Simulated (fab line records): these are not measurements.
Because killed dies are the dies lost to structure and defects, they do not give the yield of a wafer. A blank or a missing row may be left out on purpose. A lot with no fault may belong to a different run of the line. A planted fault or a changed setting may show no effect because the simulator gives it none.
Chamber matching | flow nand harc | NHARC_A_STAIRCASE_CMP_450 on cmp-01 has 4 sister chambers
The step polishes SiO2, target thk 200 nm. 14 wafers are shown with their chamber, then 7 later ones without.

== EACH WAFER AND ITS CHAMBER ==
wafer  | chamber | motor current A (A)
L077.1 | 2       | 12.6
L077.3 | 1       | 11.6
L077.4 | 0       | 10.7
L076.2 | 3       | 10.7
L076.5 | 1       | 12.2
L076.6 | 2       | 11.9
L081.1 | 1       | 12.6
L081.2 | 3       | 11.0
L081.5 | 0       | 10.3
L084.4 | 3       | 11.0
L084.5 | 0       | 10.9
L084.6 | 1       | 11.8
L091.1 | 1       | 12.3
L091.2 | 3       | 10.8

SIGNATURES (averages over the wafers above)
reading         | chamber 0 | chamber 1 | chamber 2 | chamber 3 | scatter within a chamber
motor current A | 10.633    | 12.100    | 12.250    | 10.875    | 0.338
Rule: a wafer lies at a distance from a chamber equal to the root of the sum of squares, over the readings, of (its reading less the chamber's mean, divided by the reading's scatter). If the next closest chamber is less than 2 further off than the closest, the wafer can't be placed; otherwise it belongs to the closest. The scatter is the square root of a quotient: the sum, over the shown wafers, of each reading's squared deviation from its chamber's mean, divided by wafers minus chambers.

== WAFERS MISSING THEIR CHAMBER ==
wafer  | motor current A (A)
L091.3 | 10.3
L095.3 | 12.5
L095.4 | 10.7
L095.5 | 11.4
L094.2 | 12.1
L094.4 | 11.2
L094.5 | 11.1

== CHAMBER TAKEN BY EACH ==
wafer  | from the rows above               | in truth
L091.3 | can't be placed: 0 or 3           | 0
L095.3 | can't be placed: 2 or 1           | 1
L095.4 | can't be placed: 0 or 3           | 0
L095.5 | can't be placed: 3 or 1 or 0 or 2 | 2
L094.2 | can't be placed: 1 or 2           | 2
L094.4 | can't be placed: 3 or 0 or 1      | 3
L094.5 | can't be placed: 3 or 0           | 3
Correctly placed: 0 of 7. Can't be placed from these rows: 7 (the true chamber is among the candidates in 7). Placed wrongly: 0.
